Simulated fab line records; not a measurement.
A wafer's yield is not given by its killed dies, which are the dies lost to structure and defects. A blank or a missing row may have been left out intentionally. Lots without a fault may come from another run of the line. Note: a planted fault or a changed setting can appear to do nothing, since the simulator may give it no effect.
fab line records || flow n5_finfet
record {"lots": 14, "wafers": 36, "last_day": 17}
route steps=1938 shown BEOL_M4@1105 BEOL_M5@1113 PASSIVATION@1936
lots that met no fault: taken from a fault-free run of the same line
start_h: start of the lot's first displayed wafer, in hours after the record's first day || wait_h: how many hours have passed since the lot's step before this one || " the same as in the row above || L1.1+2: a single row standing in for several wafers || - no value, or no start given || * or withheld: withheld || < > ~ a bound
route shown NAME@n: names a module that has steps shown in the file, with the first one's number in the route || usual: mean and standard deviation over wafers with no fault || same: alike in all rows || chamber/n: place in a boat || sites: each site's reading || _std_site: standard deviation of those values || _edge_site: the outer-site mean with the inner-site mean subtracted || radius_mm: for every site, how far away it sits from the centre of the wafer || mask NAME#n: copy n || behind: the tool/chamber that last shaped the wafer || hold: what put the lot on hold/how long, in hours/how the hold closed || device: transistor that didn't switch, given as n, p or np || end of line: at the end of the route, the tests of the same wafers || for a step that has no rows: nothing shown but its recipe || killed: at the first sort, the dies lost to defects and structure; wafer yield is something else || map: per-die view of a wafer (x killed, . not killed, _ where there is no die)
set.NAME: the setting that was run; set.NAME@STEP: the one run at that earlier step || model.NAME: the simulator's own value behind a step, which no gauge read
one table for each step of the route and one row for each wafer, over a sample of lots
services: when a tool's chamber went out of use (start_h, in hours from the record's first day, below 0 if earlier), for how many hours, and the reason
## steps
# step N5_BEOL_M4_PRE_CLEAN_60
# recipe {"gas": "NH3/H2", "time_s": 15, "temp_c": "*", "rf_power_w": 300}
# usual {"heater_power_w": "90/6.4"}
{"lot.wafer": "L451.4", "tool": "cvd_co-01", "chamber": 0, "start_h": 163.44, "wait_h": 0.1, "heater_power_w": 100}
{"lot.wafer": "L451.6", "tool": "cvd_co-01", "chamber": 1, "start_h": 163.44, "wait_h": 0.1, "heater_power_w": 92}
{"lot.wafer": "L450.1", "tool": "cvd_co-02", "chamber": 0, "start_h": 166.34, "wait_h": 0.0, "heater_power_w": 95}
{"lot.wafer": "L450.4", "tool": "cvd_co-02", "chamber": 1, "start_h": 166.34, "wait_h": 0.0, "heater_power_w": 84}
{"lot.wafer": "L452.2", "tool": "cvd_co-01", "chamber": 2, "start_h": 178.17, "wait_h": 0.0, "heater_power_w": 93}
{"lot.wafer": "L452.5", "tool": "cvd_co-01", "chamber": 1, "start_h": 178.17, "wait_h": 0.0, "heater_power_w": 91}
{"lot.wafer": "L453.4", "tool": "cvd_co-02", "chamber": 0, "start_h": 181.93, "wait_h": 0.1, "heater_power_w": 95}
{"lot.wafer": "L453.5", "tool": "cvd_co-02", "chamber": 1, "start_h": 181.93, "wait_h": 0.1, "heater_power_w": 83}
{"lot.wafer": "L453.6", "tool": "cvd_co-02", "chamber": 2, "start_h": 181.93, "wait_h": 0.1, "heater_power_w": 84}
{"lot.wafer": "L455.2", "tool": "cvd_co-01", "chamber": 1, "start_h": 192.29, "wait_h": 0.0, "heater_power_w": 92}
{"lot.wafer": "L455.3", "tool": "cvd_co-01", "chamber": 0, "start_h": 192.29, "wait_h": 0.0, "heater_power_w": 98}
{"lot.wafer": "L455.6", "tool": "cvd_co-01", "chamber": 2, "start_h": 192.29, "wait_h": 0.0, "heater_power_w": 94}
{"lot.wafer": "L454.1", "tool": "cvd_co-02", "chamber": 0, "start_h": 196.85, "wait_h": 0.0, "heater_power_w": 93}
{"lot.wafer": "L454.2", "tool": "cvd_co-02", "chamber": 1, "start_h": 196.85, "wait_h": 0.0, "heater_power_w": 81}
{"lot.wafer": "L454.6", "tool": "cvd_co-02", "chamber": 2, "start_h": 196.85, "wait_h": 0.0, "heater_power_w": 83}
{"lot.wafer": "L457.2", "tool": "cvd_co-01", "chamber": 2, "start_h": 204.81, "wait_h": 0.0, "heater_power_w": 92}
{"lot.wafer": "L457.5", "tool": "cvd_co-01", "chamber": 1, "start_h": 204.81, "wait_h": 0.0, "heater_power_w": 91}
{"lot.wafer": "L457.6", "tool": "cvd_co-01", "chamber": 0, "start_h": 204.81, "wait_h": 0.0, "heater_power_w": 98}
{"lot.wafer": "L458.1", "tool": "cvd_co-01", "chamber": 1, "start_h": 212.07, "wait_h": 0.0, "heater_power_w": 92}
{"lot.wafer": "L458.3", "tool": "cvd_co-01", "chamber": 0, "start_h": 212.07, "wait_h": 0.0, "heater_power_w": 99}
{"lot.wafer": "L458.4", "tool": "cvd_co-01", "chamber": 0, "start_h": 212.07, "wait_h": 0.0, "heater_power_w": 100}
{"lot.wafer": "L459.1", "tool": "cvd_co-01", "chamber": 1, "start_h": 215.99, "wait_h": 0.0, "heater_power_w": 90}
{"lot.wafer": "L459.2", "tool": "cvd_co-01", "chamber": 2, "start_h": 215.99, "wait_h": 0.0, "heater_power_w": 93}
{"lot.wafer": "L465.3", "tool": "cvd_co-01", "chamber": 1, "start_h": 267.67, "wait_h": 0.0, "heater_power_w": 90}
{"lot.wafer": "L465.4", "tool": "cvd_co-01", "chamber": 1, "start_h": 267.67, "wait_h": 0.0, "heater_power_w": 90}
{"lot.wafer": "L465.6", "tool": "cvd_co-01", "chamber": 0, "start_h": 267.67, "wait_h": 0.0, "heater_power_w": 98}
{"lot.wafer": "L464.1", "tool": "cvd_co-02", "chamber": 2, "start_h": 267.86, "wait_h": 0.0, "heater_power_w": 83}
{"lot.wafer": "L464.5", "tool": "cvd_co-02", "chamber": 2, "start_h": 267.86, "wait_h": 0.0, "heater_power_w": 82}
{"lot.wafer": "L464.6", "tool": "cvd_co-02", "chamber": 1, "start_h": 267.86, "wait_h": 0.0, "heater_power_w": 84}
{"lot.wafer": "L469.3", "tool": "cvd_co-02", "chamber": 0, "start_h": 273.36, "wait_h": 0.1, "heater_power_w": 96}
{"lot.wafer": "L469.4", "tool": "cvd_co-02", "chamber": 2, "start_h": 273.36, "wait_h": 0.1, "heater_power_w": 84}
{"lot.wafer": "L470.2", "tool": "cvd_co-02", "chamber": 0, "start_h": 276.26, "wait_h": 0.0, "heater_power_w": 96}
{"lot.wafer": "L470.3", "tool": "cvd_co-02", "chamber": 2, "start_h": 276.26, "wait_h": 0.0, "heater_power_w": 81}
{"lot.wafer": "L470.5", "tool": "cvd_co-02", "chamber": 1, "start_h": 276.26, "wait_h": 0.0, "heater_power_w": 82}
{"lot.wafer": "L471.5", "tool": "cvd_co-02", "chamber": 1, "start_h": 295.48, "wait_h": 0.1, "heater_power_w": 81}
{"lot.wafer": "L471.6", "tool": "cvd_co-02", "chamber": 0, "start_h": 295.48, "wait_h": 0.1, "heater_power_w": 97}
# step N5_BEOL_M5_CURE_79
# recipe {"temp_c": 385, "time_s": 240, "ambient": "He/Ar", "material": "SiCOH_lowk"}
# usual {"lamp_power_pct": "52.32/0.058", "wafer_temp_C_max": "387.1/0.89"}
{"lot.wafer": "L451.4", "tool": "uv_cure-01", "chamber": 1, "start_h": 164.96, "wait_h": 0.3, "lamp_power_pct": 52.42, "wafer_temp_C_max": 386.3}
{"lot.wafer": "L451.6", "tool": "uv_cure-01", "chamber": 1, "start_h": 164.96, "wait_h": 0.3, "lamp_power_pct": 52.32, "wafer_temp_C_max": 386.3}
{"lot.wafer": "L450.1", "tool": "uv_cure-03", "chamber": 1, "start_h": 167.64, "wait_h": 0.0, "lamp_power_pct": 52.40, "wafer_temp_C_max": 388.7}
{"lot.wafer": "L450.4", "tool": "uv_cure-03", "chamber": 1, "start_h": 167.64, "wait_h": 0.0, "lamp_power_pct": 52.23, "wafer_temp_C_max": 388.1}
{"lot.wafer": "L452.2", "tool": "uv_cure-02", "chamber": 1, "start_h": 179.55, "wait_h": 0.1, "lamp_power_pct": 52.33, "wafer_temp_C_max": 385.7}
{"lot.wafer": "L452.5", "tool": "uv_cure-02", "chamber": 1, "start_h": 179.55, "wait_h": 0.1, "lamp_power_pct": 52.35, "wafer_temp_C_max": 386.3}
{"lot.wafer": "L453.4", "tool": "uv_cure-03", "chamber": 2, "start_h": 183.45, "wait_h": 0.3, "lamp_power_pct": 52.25, "wafer_temp_C_max": 387.7}
{"lot.wafer": "L453.5", "tool": "uv_cure-03", "chamber": 2, "start_h": 183.45, "wait_h": 0.3, "lamp_power_pct": 52.39, "wafer_temp_C_max": 387.6}
{"lot.wafer": "L453.6", "tool": "uv_cure-03", "chamber": 2, "start_h": 183.45, "wait_h": 0.3, "lamp_power_pct": 52.31, "wafer_temp_C_max": 387.2}
{"lot.wafer": "L455.2", "tool": "uv_cure-03", "chamber": 1, "start_h": 193.67, "wait_h": 0.1, "lamp_power_pct": 52.41, "wafer_temp_C_max": 388.5}
{"lot.wafer": "L455.3", "tool": "uv_cure-03", "chamber": 1, "start_h": 193.67, "wait_h": 0.1, "lamp_power_pct": 52.29, "wafer_temp_C_max": 388.5}
{"lot.wafer": "L455.6", "tool": "uv_cure-03", "chamber": 1, "start_h": 193.67, "wait_h": 0.1, "lamp_power_pct": 52.25, "wafer_temp_C_max": 388.3}
{"lot.wafer": "L454.1", "tool": "uv_cure-03", "chamber": 2, "start_h": 198.46, "wait_h": 0.3, "lamp_power_pct": 52.29, "wafer_temp_C_max": 387.2}
{"lot.wafer": "L454.2", "tool": "uv_cure-03", "chamber": 2, "start_h": 198.46, "wait_h": 0.3, "lamp_power_pct": 52.32, "wafer_temp_C_max": 387.8}
{"lot.wafer": "L454.6", "tool": "uv_cure-03", "chamber": 2, "start_h": 198.46, "wait_h": 0.3, "lamp_power_pct": 52.40, "wafer_temp_C_max": 388.7}
{"lot.wafer": "L457.2", "tool": "uv_cure-03", "chamber": 2, "start_h": 206.55, "wait_h": 0.4, "lamp_power_pct": 52.36, "wafer_temp_C_max": 388.5}
{"lot.wafer": "L457.5", "tool": "uv_cure-03", "chamber": 2, "start_h": 206.55, "wait_h": 0.4, "lamp_power_pct": 52.36, "wafer_temp_C_max": 387.1}
{"lot.wafer": "L457.6", "tool": "uv_cure-03", "chamber": 2, "start_h": 206.55, "wait_h": 0.4, "lamp_power_pct": 52.34, "wafer_temp_C_max": 388.9}
{"lot.wafer": "L458.1", "tool": "uv_cure-02", "chamber": 1, "start_h": 213.37, "wait_h": 0.0, "lamp_power_pct": 52.26, "wafer_temp_C_max": 386.0}
{"lot.wafer": "L458.3", "tool": "uv_cure-02", "chamber": 1, "start_h": 213.37, "wait_h": 0.0, "lamp_power_pct": 52.36, "wafer_temp_C_max": 386.0}
{"lot.wafer": "L458.4", "tool": "uv_cure-02", "chamber": 1, "start_h": 213.37, "wait_h": 0.0, "lamp_power_pct": 52.37, "wafer_temp_C_max": 386.6}
{"lot.wafer": "L459.1", "tool": "uv_cure-02", "chamber": 1, "start_h": 217.30, "wait_h": 0.1, "lamp_power_pct": 52.27, "wafer_temp_C_max": 386.6}
{"lot.wafer": "L459.2", "tool": "uv_cure-02", "chamber": 1, "start_h": 217.30, "wait_h": 0.1, "lamp_power_pct": 52.35, "wafer_temp_C_max": 386.7}
{"lot.wafer": "L464.1", "tool": "uv_cure-01", "chamber": 2, "start_h": 269.19, "wait_h": 0.0, "lamp_power_pct": 52.25, "wafer_temp_C_max": 386.6}
{"lot.wafer": "L464.5", "tool": "uv_cure-01", "chamber": 2, "start_h": 269.19, "wait_h": 0.0, "lamp_power_pct": 52.21, "wafer_temp_C_max": 386.3}
{"lot.wafer": "L464.6", "tool": "uv_cure-01", "chamber": 2, "start_h": 269.19, "wait_h": 0.0, "lamp_power_pct": 52.31, "wafer_temp_C_max": 386.5}
{"lot.wafer": "L465.3", "tool": "uv_cure-02", "chamber": 0, "start_h": 269.62, "wait_h": 0.7, "lamp_power_pct": 52.25, "wafer_temp_C_max": 385.6}
{"lot.wafer": "L465.4", "tool": "uv_cure-02", "chamber": 0, "start_h": 269.62, "wait_h": 0.7, "lamp_power_pct": 52.13, "wafer_temp_C_max": 386.2}
{"lot.wafer": "L465.6", "tool": "uv_cure-02", "chamber": 0, "start_h": 269.62, "wait_h": 0.7, "lamp_power_pct": 52.30, "wafer_temp_C_max": 386.0}
{"lot.wafer": "L469.3", "tool": "uv_cure-01", "chamber": 1, "start_h": 275.11, "wait_h": 0.4, "lamp_power_pct": 52.35, "wafer_temp_C_max": 387.0}
{"lot.wafer": "L469.4", "tool": "uv_cure-01", "chamber": 1, "start_h": 275.11, "wait_h": 0.4, "lamp_power_pct": 52.29, "wafer_temp_C_max": 386.0}
{"lot.wafer": "L470.2", "tool": "uv_cure-03", "chamber": 2, "start_h": 277.66, "wait_h": 0.1, "lamp_power_pct": 52.32, "wafer_temp_C_max": 389.0}
{"lot.wafer": "L470.3", "tool": "uv_cure-03", "chamber": 2, "start_h": 277.66, "wait_h": 0.1, "lamp_power_pct": 52.37, "wafer_temp_C_max": 387.1}
{"lot.wafer": "L470.5", "tool": "uv_cure-03", "chamber": 2, "start_h": 277.66, "wait_h": 0.1, "lamp_power_pct": 52.32, "wafer_temp_C_max": 387.1}
{"lot.wafer": "L471.5", "tool": "uv_cure-02", "chamber": 2, "start_h": 297.07, "wait_h": 0.3, "lamp_power_pct": 52.20, "wafer_temp_C_max": 386.5}
{"lot.wafer": "L471.6", "tool": "uv_cure-02", "chamber": 2, "start_h": 297.07, "wait_h": 0.3, "lamp_power_pct": 52.23, "wafer_temp_C_max": 386.6}
# step N5_BEOL_M5_THK_MEAS_01
# recipe {"reads": "SiCOH_lowk_of_BEOL_M5_ILD_DEP_00"}
# usual {"M5_ILD_THK": "121.6/1.6"}
{"lot.wafer": "L451.4", "tool": "film_metro-01", "chamber": "-", "start_h": 165.23, "wait_h": 0.2, "M5_ILD_THK[nm]": 122.4}
{"lot.wafer": "L451.6", "tool": "film_metro-01", "chamber": "-", "start_h": 165.23, "wait_h": 0.2, "M5_ILD_THK[nm]": 120.7}
{"lot.wafer": "L450.1", "tool": "film_metro-01", "chamber": "-", "start_h": 168.15, "wait_h": 0.4, "M5_ILD_THK[nm]": 119.1}
{"lot.wafer": "L450.4", "tool": "film_metro-01", "chamber": "-", "start_h": 168.15, "wait_h": 0.4, "M5_ILD_THK[nm]": 121.7}
{"lot.wafer": "L452.2", "tool": "film_metro-01", "chamber": "-", "start_h": 179.98, "wait_h": 0.4, "M5_ILD_THK[nm]": 119.5}
{"lot.wafer": "L452.5", "tool": "film_metro-01", "chamber": "-", "start_h": 179.98, "wait_h": 0.4, "M5_ILD_THK[nm]": 122.3}
{"lot.wafer": "L453.4", "tool": "film_metro-02", "chamber": "-", "start_h": 183.74, "wait_h": 0.2, "M5_ILD_THK[nm]": 121.5}
{"lot.wafer": "L453.5", "tool": "film_metro-02", "chamber": "-", "start_h": 183.74, "wait_h": 0.2, "M5_ILD_THK[nm]": 122.9}
{"lot.wafer": "L453.6", "tool": "film_metro-02", "chamber": "-", "start_h": 183.74, "wait_h": 0.2, "M5_ILD_THK[nm]": 124.4}
{"lot.wafer": "L455.2", "tool": "film_metro-01", "chamber": "-", "start_h": 194.10, "wait_h": 0.4, "M5_ILD_THK[nm]": 118.5}
{"lot.wafer": "L455.3", "tool": "film_metro-01", "chamber": "-", "start_h": 194.10, "wait_h": 0.4, "M5_ILD_THK[nm]": 121.2}
{"lot.wafer": "L455.6", "tool": "film_metro-01", "chamber": "-", "start_h": 194.10, "wait_h": 0.4, "M5_ILD_THK[nm]": 123.0}
{"lot.wafer": "L454.1", "tool": "film_metro-01", "chamber": "-", "start_h": 199.46, "wait_h": 0.8, "M5_ILD_THK[nm]": 119.8}
{"lot.wafer": "L454.2", "tool": "film_metro-01", "chamber": "-", "start_h": 199.46, "wait_h": 0.8, "M5_ILD_THK[nm]": 123.0}
{"lot.wafer": "L454.6", "tool": "film_metro-01", "chamber": "-", "start_h": 199.46, "wait_h": 0.8, "M5_ILD_THK[nm]": 120.8}
{"lot.wafer": "L457.2", "tool": "film_metro-01", "chamber": "-", "start_h": 206.98, "wait_h": 0.4, "M5_ILD_THK[nm]": 118.7}
{"lot.wafer": "L457.5", "tool": "film_metro-01", "chamber": "-", "start_h": 206.98, "wait_h": 0.4, "M5_ILD_THK[nm]": 122.0}
{"lot.wafer": "L457.6", "tool": "film_metro-01", "chamber": "-", "start_h": 206.98, "wait_h": 0.4, "M5_ILD_THK[nm]": 121.9}
{"lot.wafer": "L458.1", "tool": "film_metro-01", "chamber": "-", "start_h": 213.88, "wait_h": 0.4, "M5_ILD_THK[nm]": 121.6}
{"lot.wafer": "L458.3", "tool": "film_metro-01", "chamber": "-", "start_h": 213.88, "wait_h": 0.4, "M5_ILD_THK[nm]": 120.6}
{"lot.wafer": "L458.4", "tool": "film_metro-01", "chamber": "-", "start_h": 213.88, "wait_h": 0.4, "M5_ILD_THK[nm]": 123.1}
{"lot.wafer": "L459.1", "tool": "film_metro-01", "chamber": "-", "start_h": 217.81, "wait_h": 0.4, "M5_ILD_THK[nm]": 123.6}
{"lot.wafer": "L459.2", "tool": "film_metro-01", "chamber": "-", "start_h": 217.81, "wait_h": 0.4, "M5_ILD_THK[nm]": 119.4}
{"lot.wafer": "L464.1", "tool": "film_metro-01", "chamber": "-", "start_h": 269.70, "wait_h": 0.4, "M5_ILD_THK[nm]": 119.5}
{"lot.wafer": "L464.5", "tool": "film_metro-01", "chamber": "-", "start_h": 269.70, "wait_h": 0.4, "M5_ILD_THK[nm]": 122.5}
{"lot.wafer": "L464.6", "tool": "film_metro-01", "chamber": "-", "start_h": 269.70, "wait_h": 0.4, "M5_ILD_THK[nm]": 124.0}
{"lot.wafer": "L465.3", "tool": "film_metro-02", "chamber": "-", "start_h": 270.94, "wait_h": 1.0, "M5_ILD_THK[nm]": 123.5}
{"lot.wafer": "L465.4", "tool": "film_metro-02", "chamber": "-", "start_h": 270.94, "wait_h": 1.0, "M5_ILD_THK[nm]": 122.6}
{"lot.wafer": "L465.6", "tool": "film_metro-02", "chamber": "-", "start_h": 270.94, "wait_h": 1.0, "M5_ILD_THK[nm]": 121.7}
{"lot.wafer": "L469.3", "tool": "film_metro-02", "chamber": "-", "start_h": 275.46, "wait_h": 0.3, "M5_ILD_THK[nm]": 123.1}
{"lot.wafer": "L469.4", "tool": "film_metro-02", "chamber": "-", "start_h": 275.46, "wait_h": 0.3, "M5_ILD_THK[nm]": 121.4}
{"lot.wafer": "L470.2", "tool": "film_metro-02", "chamber": "-", "start_h": 278.10, "wait_h": 0.4, "M5_ILD_THK[nm]": 120.7}
{"lot.wafer": "L470.3", "tool": "film_metro-02", "chamber": "-", "start_h": 278.10, "wait_h": 0.4, "M5_ILD_THK[nm]": 121.6}
{"lot.wafer": "L470.5", "tool": "film_metro-02", "chamber": "-", "start_h": 278.10, "wait_h": 0.4, "M5_ILD_THK[nm]": 123.1}
{"lot.wafer": "L471.5", "tool": "film_metro-02", "chamber": "-", "start_h": 297.27, "wait_h": 0.1, "M5_ILD_THK[nm]": 121.8}
{"lot.wafer": "L471.6", "tool": "film_metro-02", "chamber": "-", "start_h": 297.27, "wait_h": 0.1, "M5_ILD_THK[nm]": 123.0}
# step N5_BEOL_M5_COAT_05
# recipe {"resist": "CAR-EUV", "spin_rpm": 1500, "resist_thk_nm": 30}
# usual {"chill_plate_temp_C": "23.01/0.11", "spin_speed_rpm": "1499.9/0.9"}
{"lot.wafer": "L451.4", "tool": "litho_track-02", "chamber": 0, "start_h": 165.99, "wait_h": "-", "chill_plate_temp_C": 23.09, "spin_speed_rpm": 1499.1}
{"lot.wafer": "L451.6", "tool": "litho_track-02", "chamber": 0, "start_h": 165.99, "wait_h": "-", "chill_plate_temp_C": 23.02, "spin_speed_rpm": 1499.7}
{"lot.wafer": "L450.1", "tool": "litho_track-01", "chamber": 0, "start_h": 168.81, "wait_h": "-", "chill_plate_temp_C": 22.99, "spin_speed_rpm": 1498.8}
{"lot.wafer": "L450.4", "tool": "litho_track-01", "chamber": 0, "start_h": 168.81, "wait_h": "-", "chill_plate_temp_C": 23.03, "spin_speed_rpm": 1500.5}
{"lot.wafer": "L452.2", "tool": "litho_track-02", "chamber": 0, "start_h": 181.52, "wait_h": "-", "chill_plate_temp_C": 22.94, "spin_speed_rpm": 1499.3}
{"lot.wafer": "L452.5", "tool": "litho_track-02", "chamber": 0, "start_h": 181.52, "wait_h": "-", "chill_plate_temp_C": 23.05, "spin_speed_rpm": 1500.4}
{"lot.wafer": "L453.4", "tool": "litho_track-01", "chamber": 0, "start_h": 184.00, "wait_h": "-", "chill_plate_temp_C": 22.93, "spin_speed_rpm": 1499.0}
{"lot.wafer": "L453.5", "tool": "litho_track-01", "chamber": 0, "start_h": 184.00, "wait_h": "-", "chill_plate_temp_C": 22.95, "spin_speed_rpm": 1498.4}
{"lot.wafer": "L453.6", "tool": "litho_track-01", "chamber": 0, "start_h": 184.00, "wait_h": "-", "chill_plate_temp_C": 23.06, "spin_speed_rpm": 1498.4}
{"lot.wafer": "L455.2", "tool": "litho_track-01", "chamber": 0, "start_h": 195.96, "wait_h": "-", "chill_plate_temp_C": 23.04, "spin_speed_rpm": 1499.5}
{"lot.wafer": "L455.3", "tool": "litho_track-01", "chamber": 0, "start_h": 195.96, "wait_h": "-", "chill_plate_temp_C": 23.03, "spin_speed_rpm": 1500.3}
{"lot.wafer": "L455.6", "tool": "litho_track-01", "chamber": 0, "start_h": 195.96, "wait_h": "-", "chill_plate_temp_C": 23.17, "spin_speed_rpm": 1498.7}
{"lot.wafer": "L454.1", "tool": "litho_track-02", "chamber": 0, "start_h": 200.33, "wait_h": "-", "chill_plate_temp_C": 22.83, "spin_speed_rpm": 1499.4}
{"lot.wafer": "L454.2", "tool": "litho_track-02", "chamber": 0, "start_h": 200.33, "wait_h": "-", "chill_plate_temp_C": 22.84, "spin_speed_rpm": 1498.6}
{"lot.wafer": "L454.6", "tool": "litho_track-02", "chamber": 0, "start_h": 200.33, "wait_h": "-", "chill_plate_temp_C": 23.00, "spin_speed_rpm": 1498.1}
{"lot.wafer": "L457.2", "tool": "litho_track-01", "chamber": 0, "start_h": 207.92, "wait_h": "-", "chill_plate_temp_C": 23.10, "spin_speed_rpm": 1501.2}
{"lot.wafer": "L457.5", "tool": "litho_track-01", "chamber": 0, "start_h": 207.92, "wait_h": "-", "chill_plate_temp_C": 23.22, "spin_speed_rpm": 1501.5}
{"lot.wafer": "L457.6", "tool": "litho_track-01", "chamber": 0, "start_h": 207.92, "wait_h": "-", "chill_plate_temp_C": 23.09, "spin_speed_rpm": 1499.7}
{"lot.wafer": "L458.1", "tool": "litho_track-02", "chamber": 0, "start_h": 215.67, "wait_h": "-", "chill_plate_temp_C": 23.01, "spin_speed_rpm": 1501.4}
{"lot.wafer": "L458.3", "tool": "litho_track-02", "chamber": 0, "start_h": 215.67, "wait_h": "-", "chill_plate_temp_C": 23.17, "spin_speed_rpm": 1500.2}
{"lot.wafer": "L458.4", "tool": "litho_track-02", "chamber": 0, "start_h": 215.67, "wait_h": "-", "chill_plate_temp_C": 23.14, "spin_speed_rpm": 1500.3}
{"lot.wafer": "L459.1", "tool": "litho_track-05", "chamber": 0, "start_h": 218.07, "wait_h": "-", "chill_plate_temp_C": 22.81, "spin_speed_rpm": 1501.1}
{"lot.wafer": "L459.2", "tool": "litho_track-05", "chamber": 0, "start_h": 218.07, "wait_h": "-", "chill_plate_temp_C": 22.84, "spin_speed_rpm": 1501.2}
{"lot.wafer": "L464.1", "tool": "litho_track-02", "chamber": 0, "start_h": 272.01, "wait_h": "-", "chill_plate_temp_C": 23.18, "spin_speed_rpm": 1788.5}
{"lot.wafer": "L464.5", "tool": "litho_track-02", "chamber": 0, "start_h": 272.01, "wait_h": "-", "chill_plate_temp_C": 22.91, "spin_speed_rpm": 1789.7}
{"lot.wafer": "L464.6", "tool": "litho_track-02", "chamber": 0, "start_h": 272.01, "wait_h": "-", "chill_plate_temp_C": 23.00, "spin_speed_rpm": 1789.8}
{"lot.wafer": "L465.3", "tool": "litho_track-02", "chamber": 0, "start_h": 272.53, "wait_h": "-", "chill_plate_temp_C": 23.05, "spin_speed_rpm": 1789.1}
{"lot.wafer": "L465.4", "tool": "litho_track-02", "chamber": 0, "start_h": 272.53, "wait_h": "-", "chill_plate_temp_C": 23.24, "spin_speed_rpm": 1788.6}
{"lot.wafer": "L465.6", "tool": "litho_track-02", "chamber": 0, "start_h": 272.53, "wait_h": "-", "chill_plate_temp_C": 23.13, "spin_speed_rpm": 1790.0}
{"lot.wafer": "L469.3", "tool": "litho_track-01", "chamber": 0, "start_h": 275.69, "wait_h": "-", "chill_plate_temp_C": 23.13, "spin_speed_rpm": 1499.1}
{"lot.wafer": "L469.4", "tool": "litho_track-01", "chamber": 0, "start_h": 275.69, "wait_h": "-", "chill_plate_temp_C": 22.92, "spin_speed_rpm": 1499.8}
{"lot.wafer": "L470.2", "tool": "litho_track-01", "chamber": 0, "start_h": 280.17, "wait_h": "-", "chill_plate_temp_C": 22.92, "spin_speed_rpm": 1500.3}
{"lot.wafer": "L470.3", "tool": "litho_track-01", "chamber": 0, "start_h": 280.17, "wait_h": "-", "chill_plate_temp_C": 23.07, "spin_speed_rpm": 1499.6}
{"lot.wafer": "L470.5", "tool": "litho_track-01", "chamber": 0, "start_h": 280.17, "wait_h": "-", "chill_plate_temp_C": 23.06, "spin_speed_rpm": 1499.3}
{"lot.wafer": "L471.5", "tool": "litho_track-05", "chamber": 0, "start_h": 299.07, "wait_h": "-", "chill_plate_temp_C": 23.06, "spin_speed_rpm": 1500.1}
{"lot.wafer": "L471.6", "tool": "litho_track-05", "chamber": 0, "start_h": 299.07, "wait_h": "-", "chill_plate_temp_C": 22.86, "spin_speed_rpm": 1500.4}
# step N5_PASSIVATION_PROBE_49
# usual {"defect_limited_yield": "91.3/1.5", "killed_at_M0_to_M3": "33/12", "killed_at_M4_up": "15/5.2", "killed_at_contacts": "12/5.1", "killed_at_front_end": "39/11", "killed_at_other": "5/3.6", "killed_dies": "103/18", "killed_open": "67/13", "killed_short": "33/7.8", "sort_bin_5_function": "5.1/0.96", "sort_bin_6_memory": "3.2/0.71", "sort_bin_8_speed": "0.01/0.063", "sort_n_pass": "1077/18", "sort_yield_pct": "91.3/1.5"}
# same {"gross_dies": 1180, "killed_at_back_side": 0, "sort_bin_4_leakage[%]": 0}
{"lot.wafer": "L469.4", "tool": "prober-01", "chamber": "-", "start_h": 379.32, "wait_h": 0.2, "defect_limited_yield[%]": 92.6, "killed_at_M0_to_M3": 23, "killed_at_M4_up": 12, "killed_at_contacts": 8, "killed_at_front_end": 37, "killed_at_other": 7, "killed_dies": 87, "killed_open": 66, "killed_short": 21, "sort_bin_5_function[%]": 4.7, "sort_bin_6_memory[%]": 2.5, "sort_bin_8_speed[%]": 0, "sort_n_pass": 1093, "sort_yield_pct[%]": 92.6}
# killed by level:class
L469.4 STI_FIN_REVEAL:geometric_particle:open=10 MOL_CONTACT_COAG:geometric_particle:open=8 GATE_CUT:geometric_particle:open=7 BEOL_M0_SAQP:geometric_particle:short=6 FIN_SAQP:geometric_particle:open=5 BEOL_M1:geometric_particle:open=5 BEOL_M2:geometric_particle:open=5 BEOL_M0_SAQP:geometric_particle:open=4
## services
{"tool": "uv_cure-01", "chamber": "-", "start_h": 159.19, "hours": 2.8, "kind": "pm"}
{"tool": "cvd_co-02", "chamber": "-", "start_h": 167.00, "hours": 2.8, "kind": "pm"}
{"tool": "cvd_co-01", "chamber": "-", "start_h": 181.82, "hours": 6.9, "kind": "pm"}
{"tool": "uv_cure-01", "chamber": "-", "start_h": 187.22, "hours": 2.1, "kind": "pm"}
{"tool": "cvd_co-02", "chamber": "-", "start_h": 188.95, "hours": 6.0, "kind": "pm"}
{"tool": "litho_track-05", "chamber": "-", "start_h": 200.56, "hours": "-", "kind": "consumable_replace:filter"}
{"tool": "cvd_co-01", "chamber": "-", "start_h": 201.31, "hours": 1.5, "kind": "repair"}
{"tool": "cvd_co-02", "chamber": 2, "start_h": 203.30, "hours": 12.0, "kind": "repair"}
{"tool": "uv_cure-02", "chamber": "-", "start_h": 220.88, "hours": 7.5, "kind": "pm"}
{"tool": "uv_cure-03", "chamber": "-", "start_h": 221.77, "hours": 2.8, "kind": "pm"}
{"tool": "uv_cure-03", "chamber": "-", "start_h": 225.99, "hours": 0.6, "kind": "repair"}
{"tool": "uv_cure-02", "chamber": "-", "start_h": 228.57, "hours": 1.0, "kind": "pm"}
{"tool": "uv_cure-03", "chamber": "-", "start_h": 242.40, "hours": 13.2, "kind": "repair"}
{"tool": "cvd_co-01", "chamber": "-", "start_h": 257.08, "hours": 2.8, "kind": "pm"}
{"tool": "uv_cure-01", "chamber": "-", "start_h": 270.59, "hours": 1.0, "kind": "pm"}
{"tool": "cvd_co-01", "chamber": "-", "start_h": 281.73, "hours": 4.3, "kind": "pm"}
{"tool": "uv_cure-01", "chamber": "-", "start_h": 282.47, "hours": 1.0, "kind": "repair"}
## key
first_sign {"step": "N5_BEOL_M5_COAT_05", "reading": "spin_speed_rpm", "direction": "up", "sigmas": "99+", "usual": "*", "struck": "*"}
effect none on later readings
met_at N5_BEOL_M5_COAT_05
struck_lots L464,L465
baseline_loss {"step": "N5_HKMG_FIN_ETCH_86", "wafers": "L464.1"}
not_acting_at N5_BEOL_M4_PRE_CLEAN_60,N5_BEOL_M5_CURE_79,N5_BEOL_M5_THK_MEAS_01
onset_between 215.67 272.01
fault {"kind": "process_parameter_drift", "tool": "litho_track-02", "chamber": "-", "onset_h": 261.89, "steps": "N5_BEOL_M5_COAT_05", "channel": "spin_rpm", "offset": "*", "shape": "step", "end_h": 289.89, "acts_in": "*", "stated": "*"}
# baseline_loss: these wafers lose ten dies or more at that step, a loss of the line's own and not of a fault; the sort's usual values leave them out
